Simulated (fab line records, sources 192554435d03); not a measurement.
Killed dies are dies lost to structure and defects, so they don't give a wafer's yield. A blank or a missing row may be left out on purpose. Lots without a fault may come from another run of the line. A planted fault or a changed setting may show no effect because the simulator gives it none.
A struck lot beside a sound one | flow n5_finfet | 19 steps out of a route of 1938
Sound: wafers L696.3, L696.4, L696.6. Struck: wafers L708.1, L708.2, L708.4. The cause comes at the end.
At each step with rows: each side's tool, then ch and its chambers, then its first start. Under that, the readings that differ: sound wafers | struck wafers | difference of the means | sigmas: that difference in standard deviations of wafers without a fault.
alike: readings whose means differ by less than 2 such deviations, and words and numbers that are the same on both sides. not compared: withheld readings, readings that some wafer has no value for, bounds like >300 that may hide the same value, and numbers for which the record gives no deviation and whose values overlap.
The two part at a step that has a row with sigmas, a row that says differs or no value, or rows on one side only. Numbers that don't overlap but have no deviation are shown without sigmas and don't part them. A reading that every wafer of one side lacks parts them only if that side has two wafers or more.

first, 2 steps without rows for these wafers: N5_BEOL_M2_STRIP_65 (strips in N2/H2); N5_BEOL_M2_STRIP_75 (strips in N2/H2).
N5_BEOL_M2_STRIP_66: strips in CF4.
  sound on rie_diel-05 ch 0,2,3, day 8 08:28; struck on rie_diel-05 ch 1,2,3, day 11 06:04
  alike: drypump_motor_current_A, oes_product_au, rf_vpp_V, showerhead_plenum_p_Torr, throttle_valve_pct
  not compared: rf_hours_counter_h
N5_BEOL_M2_HM_OPEN_17: chemistry Cl2/BCl3, target TiN, target depth 20 nm, overetch 6 nm.
  sound on rie_metal-03 ch 0,1, day 8 08:32; struck on rie_metal-01 ch 0,1, day 11 06:07
  alike: bias_w, drypump_motor_current_A, he_backside_leak_sccm, mfc_ar_sccm, oes_product_au, throttle_valve_pct
  not compared: rf_hours_counter_h
N5_BEOL_M2_STRIP_19: strips in O2.
  sound on rie_diel-05 ch 0,2,3, day 8 08:38; struck on rie_diel-05 ch 1,2,3, day 11 06:19
  alike: drypump_motor_current_A, oes_product_au, rf_vpp_V, showerhead_plenum_p_Torr, throttle_valve_pct
  not compared: rf_hours_counter_h
N5_BEOL_M2_CD_MEAS_18: pitch 36 nm, target cd 18 nm.
  sound on cd_sem-02, day 8 08:42; struck on cd_sem-03, day 11 06:23
  alike: cd_nm
then, 6 steps without rows for these wafers: N5_BEOL_M2_COAT_67 (time 60 s, resist thk 60 nm); N5_BEOL_M2_COAT_68 (time 60 s, resist thk 12 nm); N5_BEOL_M2_COAT_76 (time 60 s, resist thk 5 nm); N5_BEOL_M2_COAT_22 (resist thk 30 nm); N5_BEOL_M2_EBR_24; N5_BEOL_M2_SOFTBAKE_23 (time 60 s).
N5_BEOL_M2_EXPOSE_25: exposes mask V1, defocus 5 nm.
  sound on euv_scanner-02 ch 0, day 8 08:53; struck on euv_scanner-02 ch 0, day 11 06:41
  reading                         | sound       | struck      | difference | sigmas
  model.BEOL_M2.overlay_x_nm (nm) | 0.2 0.2 0.2 | 4.6 4.6 4.6 | +4.4       |
  alike: mask
then, 2 steps without rows for these wafers: N5_BEOL_M2_PEB_26 (peb time 60 s); N5_BEOL_M2_DEVELOP_27 (develop time 30 s).
N5_BEOL_M2_CD_MEAS_28: target cd 26.2 nm, target cd y 24.1 nm.
  sound on cd_sem-01 ch 0, day 8 09:01; struck on cd_sem-02 ch 0, day 11 06:50
  alike: cd_nm
N5_BEOL_M2_OVL_MEAS_29:
  sound on overlay-01 ch 0, day 8 09:04; struck on overlay-02 ch 0, day 11 06:52
  reading     | sound         | struck      | difference | sigmas
  V1_OVL (nm) | 0.1 -0.8 -0.1 | 5.3 4.9 5.7 | +5.6       | +8
N5_BEOL_M2_INSPECT_30: inspects for defects (brightfield).
  sound on defect_inspect-02, day 8 09:07; struck on defect_inspect-02, day 11 06:55
  alike: raw_defect_count
N5_BEOL_M4_RC_MEAS_101:
  sound on prober-02 ch 0, day 9 12:58; struck on prober-02 ch 0, day 12 10:41
  reading       | sound          | struck         | difference | sigmas
  SS_P (mV/dec) | 72.8 73.6 72.8 | 74.8 73.5 74.3 | +1.1       | +2
  alike: DIBL_N, DIBL_P, IOFF_N, IOFF_P, ION_N, ION_P, SS_N, VT_N, VT_P

WHERE THEY PART
First at N5_BEOL_M2_OVL_MEAS_29; last, within this record, at N5_BEOL_M4_RC_MEAS_101.

WHY: what the simulator had put in
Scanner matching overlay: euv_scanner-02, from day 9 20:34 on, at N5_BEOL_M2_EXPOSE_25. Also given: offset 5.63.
